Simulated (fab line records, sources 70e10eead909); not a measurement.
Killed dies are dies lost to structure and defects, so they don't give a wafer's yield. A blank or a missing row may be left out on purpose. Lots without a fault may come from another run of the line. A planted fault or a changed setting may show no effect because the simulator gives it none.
One fault seen from 2 desks | flow nand_harc | each desk has only its own numbers; what lay behind them comes last

THE METROLOGY DESK
What the gauges read, lot by lot, whatever tool the lot ran on: means of the sampled wafers that have a number. A lot is out of limits, marked OUT, if its mean lies more than 4 standard deviations from the usual mean; the brackets give that distance.
Columns: A = thk_nm at NHARC_A_ONON_D2_THK_MEAS_30, usual 1002 nm; B = thk_nm at NHARC_A_ONON_D2_THK_MEAS_34, usual 200 nm
lot  | first seen here | A    | B
L598 | day 12 11:41    | 1012 | 204
L599 | day 13 08:59    | 989  | 200
L601 | day 13 23:13    | 996  | 197
L604 | day 15 13:12    | 1003 | 203
L606 | day 16 03:55    | 993  | 198
L605 | day 16 03:56    | 1025 | 200
L607 | day 16 11:58    | 1010 | 195
L608 | day 17 07:56    | 999  | 198
L613 | day 19 05:23    | 1005 | 221 (+6.5) OUT
L614 | day 19 14:34    | 1006 | 220 (+6.1) OUT
L617 | day 20 19:54    | 1009 | 204
L621 | day 22 13:19    | 998  | 198
This desk's finding: out of limits on L613, L614; first on L613, day 19 05:51 (thk_nm at NHARC_A_ONON_D2_THK_MEAS_34). In limits: L598, L599, L601, L604, L606, L605, L607, L608, L617, L621.

THE TOOL OWNER'S DESK: pecvd-02
The tool's own readings at NHARC_A_ONON_D2_DEP_33 (deposits SiO2, target thk 200 nm): means of the sampled wafers that have a number, for each lot that ran on this tool. A lot is out of limits, marked OUT, if its mean lies more than 4 standard deviations from the usual mean; the brackets give that distance.
Columns: A = heater_power_w at NHARC_A_ONON_D2_DEP_33, usual 568 W; B = rf_fwd_power_W at NHARC_A_ONON_D2_DEP_33, usual 898.5 W; C = showerhead_vpp_V at NHARC_A_ONON_D2_DEP_33, usual 1835 V; D = throttle_valve_pct at NHARC_A_ONON_D2_DEP_33, usual 15.8 %
lot  | first seen here | A   | B                        | C               | D
L601 | day 13 23:17    | 518 | 896.0                    | 1923            | 16.1
L606 | day 16 04:01    | 524 | 898.5                    | 1776            | 16.0
L608 | day 17 08:05    | 530 | 897.4                    | 1913            | 16.3
L613 | day 19 05:26    | 443 | 1258.8 (+99 or more) OUT | 2191 (+4.4) OUT | 15.7
L614 | day 19 14:41    | 397 | 1258.2 (+99 or more) OUT | 2169 (+4.1) OUT | 15.7
This desk's finding: out of limits on L613, L614; first on L613, day 19 05:26 (rf_fwd_power_W at NHARC_A_ONON_D2_DEP_33). In limits: L601, L606, L608.

PUT TOGETHER
The tool owner's desk could have raised an alarm at day 19 05:26, on L613, L614.
The metrology desk could have raised an alarm at day 19 05:51, on L613, L614.
Of the lots named, all ran NHARC_A_ONON_D2_DEP_33 on pecvd-02.

WHAT THE SIMULATOR HAD PUT IN
Process parameter drift: pecvd-02, from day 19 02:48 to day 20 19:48, at NHARC_A_ONON_D2_DEP_33. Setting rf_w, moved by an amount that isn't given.
Lots struck among those shown: L613, L614.
Hours from the fault's start to each desk's first reading out of limits: the tool owner's desk, 3; the metrology desk, 3.
